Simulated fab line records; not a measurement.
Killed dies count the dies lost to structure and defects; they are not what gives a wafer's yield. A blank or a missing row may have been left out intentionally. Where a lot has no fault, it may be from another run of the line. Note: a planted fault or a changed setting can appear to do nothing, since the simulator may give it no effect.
A lot that was struck, set against a sound lot	flow n5 finfet	24 out of 1938 route steps
Sound: the wafers L175.1, L175.3, L175.6. Wafers L169.2, L169.3, L169.4 were the ones struck. Last of all comes the cause.
Each step with rows lists, per side, the tool, then ch with its chambers, then its first start. Under that, the readings that differ: sound wafers	struck wafers	difference of the means	sigmas: that difference in standard deviations of wafers without a fault.
alike: a reading whose means differ by less than 2 such deviations, as well as words and numbers matching on both sides. not compared: withheld readings; readings where some wafer has no value; bounds like >300 that might hide an equal value; numbers whose values overlap and for which the record gives no deviation.
Wherever a step has rows on one side only, a row that says differs or no value, or a row with sigmas, the two part there. When numbers do not overlap yet have no deviation, they are printed without sigmas and do not part them. A reading missing from all wafers of one side parts the sides only when that side holds two or more wafers.

first, 9 steps without rows for these wafers: N5_GATE_CUT_VAPOR_ETCH_51 (etches HfO2 in BCl3/Cl2); N5_GATE_CUT_STRIP_21 (strips in N2/H2, time 30 s); N5_GATE_CUT_STRIP_29 (strips in post etch residue remover, time 60 s); N5_GATE_CUT_SRD_52 (time 30 s); N5_GATE_CUT_ALD_22 (deposits SiNx, target thk 16 nm, pulse time 1 s, ald cycles 320); N5_GATE_CUT_CMP_23 (polishes, stops on SiO2, t overpolish 23.4 s, target thk 16 nm); N5_GATE_CUT_CMP_43 (polishes SiO2); N5_GATE_CUT_CMP_61 (polishes, stops on SiNx, t overpolish 3 s); N5_MOL_CONTACT_COAG_COAT_103 (time 60 s, resist thk 80 nm).
N5_MOL_CONTACT_COAG_COAT_104: time 60 s, resist thk 12 nm.
  sound on litho track-03 ch 0, day 8 19:46; struck on litho track-05 ch 0, day 7 11:06
reading	sound	struck	difference	sigmas
spin speed rpm (rpm)	1501.3 1500.2 1500.2	1433.4 1431.9 1433.5	-67.6	-56
  alike: exhaust pa
then, 9 steps without rows for these wafers: N5_MOL_CONTACT_COAG_COAT_58 (time 60 s, resist thk 10 nm); N5_MOL_CONTACT_COAG_COAT_02 (resist thk 30 nm); N5_MOL_CONTACT_COAG_EBR_04; N5_MOL_CONTACT_COAG_SOFTBAKE_03 (time 60 s); N5_MOL_CONTACT_COAG_EXPOSE_05 (exposes mask CA, defocus 0 nm); N5_MOL_CONTACT_COAG_PEB_06 (peb time 60 s); N5_MOL_CONTACT_COAG_DEVELOP_07 (develop time 30 s); N5_MOL_CONTACT_COAG_DESCUM_13 (chemistry O2, time 7 s); N5_MOL_CONTACT_COAG_ETCH_59 (etches underlayer in N2/H2, target depth 13 nm, time 10.4 s).
N5_MOL_CONTACT_COAG_ETCH_105: etches SiARC in CF4, target depth 15.6 nm, time 26 s.
  sound on rie diel-05 ch 0,1,2, day 8 20:58; struck on rie diel-05 ch 0,1,3, day 7 11:34
reading	sound	struck	difference	sigmas
model.etch.depth nm (nm)	11.98 11.97 11.98	12.3 12.26 12.26	+0.3	
  alike: chamber pressure mTorr, drypump motor current A, etch rf on time s, oes product au, rf vpp V, showerhead plenum p Torr, throttle valve pct
  not compared: rf hours counter h
N5_MOL_CONTACT_COAG_ETCH_106: etches SOC in N2/H2, target depth 80 nm, overetch 16 nm, time 120 s.
  sound on rie diel-05 ch 0,1,2, day 8 20:59; struck on rie diel-05 ch 0,1,3, day 7 11:36
reading	sound	struck	difference	sigmas
model.SiARC_of_MOL_CONTACT_COAG_COAT_104.thk nm (nm)	6.2 6.2 6.2	6.6 6.6 6.6	+0.4	
  alike: chamber pressure mTorr, drypump motor current A, h2 flow sccm, oes product au, rf vpp V, showerhead plenum p Torr, throttle valve pct
  not compared: rf hours counter h
then, 1 step without rows for these wafers: N5_MOL_CONTACT_COAG_STRIP_107 (strips in N2/H2).
-- the record jumps here: 3 days lie between the struck wafers' starts before and after (it left off in module MOL_CONTACT_COAG and takes up again in module BEOL_M4, whose first step shown is number 1111 of the route) --
N5_BEOL_M4_RC_MEAS_101:
  sound on prober-01 ch 0, day 12 04:16; struck on prober-02 ch 0, day 10 12:28
  alike: DIBL_N, DIBL_P, IOFF_N, IOFF_P, ION_N, ION_P, SS_N, SS_P, VT_N, VT_P
-- the record jumps here: 5 days lie between the struck wafers' starts before and after (it left off in module BEOL_M4 and takes up again in module PASSIVATION, whose first step shown is number 1936 of the route) --
N5_PASSIVATION_PROBE_49:
  sound on prober-01 at day 16 22:39; struck on prober-02 at day 15 00:49
  alike: defect limited yield, killed_at_M0_to_M3, killed_at_M4_up, killed at contacts, killed at front end, killed at other, killed dies, killed open, killed short, sort_bin_5_function, sort_bin_6_memory, sort n pass, sort yield pct

WHERE THEY PART
Only at N5_MOL_CONTACT_COAG_COAT_104, as far as this record shows. Later steps at which nothing parts them and some readings are alike: N5_MOL_CONTACT_COAG_ETCH_105, N5_MOL_CONTACT_COAG_ETCH_106, N5_BEOL_M4_RC_MEAS_101, N5_PASSIVATION_PROBE_49.

WHY: what had been put in by the simulator
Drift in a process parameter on litho track-05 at N5_MOL_CONTACT_COAG_COAT_104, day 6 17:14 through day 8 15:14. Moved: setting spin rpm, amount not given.
